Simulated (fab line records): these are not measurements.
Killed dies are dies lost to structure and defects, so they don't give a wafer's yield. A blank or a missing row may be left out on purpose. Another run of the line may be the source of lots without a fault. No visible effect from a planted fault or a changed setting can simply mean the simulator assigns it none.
Problem report, 8D (eight disciplines) form, completed by code    flow n5Finfet    the parts of the form that need people (team, actions taken, sign-off) are left out

== 1. THE PROBLEM ==
At N5_BEOL_M9_CVD_78, runLengthS averages 203.2 s over 2 wafers from 2 lots, while fault-free wafers read 161.0 s, standard deviation 0.52. That puts it +81 standard deviations away from the usual mean.
The step: deposits Co from CCTBA/H2, target thk 2 nm, time 138.9 s.
Seen first at day 13 02:18 on cvdCo-02, wafer L157.5. The record holds 31 wafers of 11 lots with a number at this step. The rule behind "out" and "out of limits": a value lying over 4 standard deviations away from the usual mean. The rest of the wafers with a number are treated as sound.

== 2. WHAT IT IS, WHAT IT ISN'T ==
question                     is                 is not
which readings at this step  runLengthS         -
which lots                   L157, L160         L145, L149, L152, L154, L155, L156, L165, L167, L168
which wafers of those lots   L157.5, L160.3     L157.1, L160.1
read on which tools          cvdCo-02           cvdCo-01
when                         from day 13 02:18  up to then (16 sound wafers); but 13 sound wafers of L156, L160, L165, L167, L168 came after

== 3. WHAT RULES OUT EACH SUSPECT ==
Counting: if a tool at a process step up to the reading ran every lot that is out, it stays a suspect. Sound lots after the first of them don't rule it out here, since some wafers of a struck lot are sound.
- cvdCo-02 at N5_BEOL_M9_CVD_78 (deposits Co from CCTBA/H2, target thk 2 nm, time 138.9 s): kept. Every lot that is out went through it, the first being L157 (day 13 02:18); the last sound lot it ran before that was L155 (day 12 07:47). Out on those wafers are its own readings of runLengthS.
After counting, what remains is cvdCo-02 at N5_BEOL_M9_CVD_78.

== 4. THE CAUSE (what the simulator had put in) ==
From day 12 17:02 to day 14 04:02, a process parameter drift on cvdCo-02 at N5_BEOL_M9_CVD_78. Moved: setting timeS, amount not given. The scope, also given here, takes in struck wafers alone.
Only this tool survived the counting.

== 5. SEQUENCE OF EFFECTS, ordered by route ==
One row per reading whose mean, taken over the struck wafers that have a number, lies over 3 standard deviations from the usual. Readings are gone through only where the record gives a usual standard deviation; hours: the median, over the lots, of the time from a lot's start at the first step in this table giving one to that lot's start at this step; sigmas: the change measured in usual standard deviations.
hours  step               reading     usual    on struck wafers  change  sigmas
0      N5_BEOL_M9_CVD_78  runLengthS  161.0 s  203.2             +42.2   +81
Here are the process steps it includes:
- N5_BEOL_M9_CVD_78: deposits Co from CCTBA/H2, target thk 2 nm, time 138.9 s.

== 6. HOW IT WOULD HAVE BEEN CAUGHT EARLIER ==
In this record the first reading out of limits was taken at day 13 02:18, 9 hours after the fault began at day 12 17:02.
